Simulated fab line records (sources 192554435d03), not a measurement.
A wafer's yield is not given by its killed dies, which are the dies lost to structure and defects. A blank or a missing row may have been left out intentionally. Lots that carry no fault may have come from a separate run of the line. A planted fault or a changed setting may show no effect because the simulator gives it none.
A struck lot beside a sound one + flow n5_finfet + 16 out of 1938 route steps
Sound: wafers L530.2, L530.4, L530.5. Struck: wafers L537.2, L537.3, L537.5. Last of all comes the cause.
Per side, at each step with rows, come the tool, then ch with its chambers, and then its first start. Under that, the readings that differ: sound wafers + struck wafers + difference of the means + sigmas: that difference in standard deviations of wafers without a fault.
alike: readings with means less than 2 such deviations apart, plus words and numbers identical on both sides. not compared: withheld readings, readings lacking a value on some wafer, bounds such as >300 that could conceal the same value, and numbers that have no deviation in the record and whose values overlap.
Wherever a step has rows on one side only, a row that says differs or no value, or a row with sigmas, the two part there. When numbers do not overlap yet have no deviation, they are printed without sigmas and do not part them. A reading missing from all wafers of one side parts the sides only when that side holds two or more wafers.

N5_BEOL_M4_ETCH_41: etches SiCN in CH3F/O2, target depth 29.9 nm, time 52.5 s.
  sound on rie_diel-06 ch 1,2; struck on rie_diel-06 ch 2,3
  alike: drypump_motor_current_A, oes_product_au, rf_vpp_V, showerhead_plenum_p_Torr, throttle_valve_pct
  not compared: rf_hours_counter_h
then, 1 step without rows for these wafers: N5_BEOL_M4_STRIP_97 (strips in N2/H2, time 10 s).
N5_BEOL_M4_OCD_MEAS_38:
  sound on ocd-01, day 9 10:37; struck on ocd-02, day 11 07:22
  alike: trench_depth_nm
then, 4 steps without rows for these wafers: N5_BEOL_M4_HM_STRIP_39 (strips TiN in peroxide tin strip, target depth 25 nm, time 158 s); N5_BEOL_M4_SRD_40 (time 30 s); N5_BEOL_M4_PRECLEAN_42 (cleans in residue remover, time 60 s); N5_BEOL_M4_SRD_43 (time 30 s).
N5_BEOL_M4_CD_MEAS_35: target cd 18 nm, target cd y 22.4 nm.
  sound on cd_sem-02, day 9 10:46; struck on cd_sem-01, day 11 07:31
  alike: cd_nm
then, 1 step without rows for these wafers: N5_BEOL_M4_DEGAS_44 (time 60 s).
N5_BEOL_M4_PRE_CLEAN_45: time 30 s.
  sound on pvd_sputter-01, day 9 11:15; struck on pvd_sputter-02, day 11 08:10
  alike: heater_power_w
N5_BEOL_M4_ALD_84: deposits TaN, pulse time 2 s, purge time 3 s, co reactant purge time 2 s.
  sound on ald_metal-04 ch 0,2, day 9 11:19; struck on ald_metal-01 ch 0,3, day 11 08:16
  alike: heater_power_w, mfc_carrier_sccm, precursor_vessel_temp_c
N5_BEOL_M4_SURFACE_TREAT_85:
  sound on pvd_sputter-03, day 9 11:34; struck on pvd_sputter-01, day 11 08:34
  not compared: throttle_valve_pct
N5_BEOL_M4_CVD_47: deposits Co from CCTBA/H2, target thk 3 nm, time 223.8 s.
  sound on cvd_co-01 ch 0,2, day 9 11:39; struck on cvd_co-01 ch 1,2, day 11 08:52
| reading          | sound             | struck            | difference | sigmas      |
|------------------|-------------------|-------------------|------------|-------------|
| run_length_s (s) | 246.4 246.3 246.6 | 329.8 330.5 329.5 | +83.5      | +99 or more |
N5_BEOL_M4_SPUTTER_48: material Cu, target thk 4.5 nm, time 8.29 s.
  sound on pvd_sputter-01, day 9 11:53; struck on pvd_sputter-03, day 11 09:55
  alike: throttle_valve_pct
N5_BEOL_M4_RC_MEAS_101:
  sound on prober-01 ch 0, day 9 15:09; struck on prober-02 ch 0, day 11 12:56
  alike: DIBL_N, DIBL_P, IOFF_N, IOFF_P, ION_N, ION_P, SS_N, SS_P, VT_N, VT_P
-- a jump in the record: the struck wafers' starts before and after are 4 days apart (it breaks off in module BEOL_M4 and resumes in module PASSIVATION, where the first step shown is number 1936 of the route) --
N5_PASSIVATION_PROBE_49:
  sound on prober-01, day 14 12:43; struck on prober-01, day 15 15:38
  alike: defect_limited_yield, killed_at_M0_to_M3, killed_at_M4_up, killed_at_contacts, killed_at_front_end, killed_at_other, killed_dies, killed_open, killed_short, sort_bin_5_function, sort_bin_6_memory, sort_bin_8_speed, sort_n_pass, sort_yield_pct

== WHERE THEY PART ==
Within this record, at N5_BEOL_M4_CVD_47 only. Later steps at which nothing parts them and some readings are alike: N5_BEOL_M4_SPUTTER_48, N5_BEOL_M4_RC_MEAS_101, N5_PASSIVATION_PROBE_49.

WHY: whatever the simulator had introduced
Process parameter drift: cvd_co-01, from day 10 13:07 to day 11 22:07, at N5_BEOL_M4_CVD_47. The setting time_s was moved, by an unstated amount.
